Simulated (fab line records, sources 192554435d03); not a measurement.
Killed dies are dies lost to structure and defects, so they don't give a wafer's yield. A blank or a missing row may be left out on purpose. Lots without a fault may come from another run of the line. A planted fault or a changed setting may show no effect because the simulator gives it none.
A struck lot beside a sound one | flow n5_finfet | 22 steps out of a route of 1938
Sound: wafers L897.1, L897.2, L897.6. Struck: wafers L906.3, L906.4, L906.6. The cause comes at the end.
At each step with rows: each side's tool, then ch and its chambers, then its first start. Under that, the readings that differ: sound wafers | struck wafers | difference of the means | sigmas: that difference in standard deviations of wafers without a fault.
alike: readings whose means differ by less than 2 such deviations, and words and numbers that are the same on both sides. not compared: withheld readings, readings that some wafer has no value for, bounds like >300 that may hide the same value, and numbers for which the record gives no deviation and whose values overlap.
The two part at a step that has a row with sigmas, a row that says differs or no value, or rows on one side only. Numbers that don't overlap but have no deviation are shown without sigmas and don't part them. A reading that every wafer of one side lacks parts them only if that side has two wafers or more.

first, 7 steps without rows for these wafers: N5_BEOL_M4_COAT_73 (time 60 s, resist thk 5 nm); N5_BEOL_M4_COAT_05 (resist thk 30 nm); N5_BEOL_M4_EBR_07; N5_BEOL_M4_SOFTBAKE_06 (time 60 s); N5_BEOL_M4_EXPOSE_08 (exposes mask M4); N5_BEOL_M4_PEB_09 (peb time 60 s); N5_BEOL_M4_DEVELOP_10 (develop time 30 s).
N5_BEOL_M4_CD_MEAS_11: target cd 16.79 nm.
  sound on cd_sem-03 ch 0, day 10 06:47; struck on cd_sem-01 ch 0, day 11 11:08
  alike: cd_nm
N5_BEOL_M4_OVL_MEAS_12:
  sound on overlay-02 ch 0, day 10 06:49; struck on overlay-02 ch 0, day 11 11:10
  alike: M4_OVL
N5_BEOL_M4_INSPECT_13: inspects for defects (brightfield).
  sound on defect_inspect-01, day 10 06:53; struck on defect_inspect-01, day 11 11:13
  alike: raw_defect_count
N5_BEOL_M4_DESCUM_16: chemistry O2, time 7 s.
  sound on rie_diel-05 ch 0,1,2, day 10 06:55; struck on rie_diel-01 ch 0,2, day 11 11:15
  alike: drypump_motor_current_A, oes_product_au, rf_fwd_power_W, rf_vpp_V, showerhead_plenum_p_Torr, throttle_valve_pct
  not compared: rf_hours_counter_h
N5_BEOL_M4_ETCH_74: etches underlayer in N2/H2, target depth 6.5 nm, time 5.2 s.
  sound on rie_diel-05 ch 0,1,2, day 10 06:57; struck on rie_diel-01 ch 0,2, day 11 11:17
  alike: bias_w, chamber_pressure_mTorr, drypump_motor_current_A, etch_rf_on_time_s, oes_product_au, rf_fwd_power_W, rf_vpp_V, showerhead_plenum_p_Torr, throttle_valve_pct
  not compared: rf_hours_counter_h
N5_BEOL_M4_ETCH_63: etches SiARC in CF4, target depth 15.6 nm, time 26 s.
  sound on rie_diel-05 ch 0,1,2, day 10 06:58; struck on rie_diel-01 ch 0,2, day 11 11:19
  no value came back on the struck wafers for any of 10 readings (bias_w (W), cf4_flow_sccm (sccm) and others); on the sound wafers bias_w (W) reads 35.90 36.02 35.92
  reading                                      | sound        | struck         | difference | sigmas
  model.CAR-EUV_of_BEOL_M4_COAT_05.thk_nm (nm) | 11.2 11 11.4 | 20.4 20.4 20.6 | +9.3       |
  not compared: rf_hours_counter_h
N5_BEOL_M4_ETCH_64: etches SOC in N2/H2, target depth 75 nm, overetch 22.5 nm, time 121.9 s.
  sound on rie_diel-05 ch 0,1,2, day 10 07:00; struck on rie_diel-01 ch 0,2, day 11 11:20
  reading               | sound          | struck         | difference | sigmas
  oes_product_au (a.u.) | 0.64 0.61 0.66 | 0.27 0.29 0.27 | -0.36      | -6
  alike: bias_w, chamber_pressure_mTorr, drypump_motor_current_A, rf_fwd_power_W, rf_vpp_V, showerhead_plenum_p_Torr, throttle_valve_pct
  not compared: rf_hours_counter_h
then, 2 steps without rows for these wafers: N5_BEOL_M4_STRIP_65 (strips in N2/H2); N5_BEOL_M4_STRIP_75 (strips in N2/H2).
N5_BEOL_M4_STRIP_66: strips in CF4.
  sound on rie_diel-05 ch 0,1,2, day 10 07:08; struck on rie_diel-01 ch 0,2, day 11 11:28
  alike: drypump_motor_current_A, oes_product_au, power_w, rf_fwd_power_W, rf_vpp_V, showerhead_plenum_p_Torr, throttle_valve_pct
  not compared: rf_hours_counter_h
N5_BEOL_M4_HM_OPEN_17: chemistry Cl2/BCl3, target TiN, target depth 20 nm, overetch 6 nm.
  sound on rie_metal-01 ch 0,1, day 10 07:10; struck on rie_metal-02 ch 0,1, day 11 11:37
  reading                     | sound          | struck         | difference | sigmas
  drypump_motor_current_A (A) | 6.3 6.4 6.3    | 5.4 5.4 5.4    | -0.9       | -2
  oes_product_au (a.u.)       | 0.61 0.69 0.60 | 0.26 0.29 0.29 | -0.35      | -5
  throttle_valve_pct (%)      | 22.0 21.5 22.0 | 23.1 22.7 22.7 | +1.0       | +3
  alike: mfc_ar_sccm, rf_fwd_power_W
  not compared: rf_hours_counter_h
N5_BEOL_M4_STRIP_19: strips in O2.
  sound on rie_diel-04 ch 2,3, day 10 07:27; struck on rie_diel-04 ch 0,2,3, day 11 11:41
  alike: drypump_motor_current_A, oes_product_au, rf_vpp_V, showerhead_plenum_p_Torr, throttle_valve_pct
  not compared: rf_hours_counter_h
N5_BEOL_M4_CD_MEAS_18: pitch 36 nm, target cd 18 nm.
  sound on cd_sem-02, day 10 07:32; struck on cd_sem-03, day 11 11:46
  reading    | sound          | struck | difference                    | sigmas
  cd_nm (nm) | 16.8 17.6 17.9 | - - -  | no value on the struck wafers |
then, 1 step without rows for these wafers: N5_BEOL_M4_COAT_67 (time 60 s, resist thk 60 nm).
N5_BEOL_M4_RC_MEAS_101:
  the record has rows for the sound wafers here (prober-01 ch 0, day 12 06:59) and none for the struck ones

WHERE THEY PART
First at N5_BEOL_M4_ETCH_63; last, within this record, at N5_BEOL_M4_RC_MEAS_101.

WHY: what the simulator had put in
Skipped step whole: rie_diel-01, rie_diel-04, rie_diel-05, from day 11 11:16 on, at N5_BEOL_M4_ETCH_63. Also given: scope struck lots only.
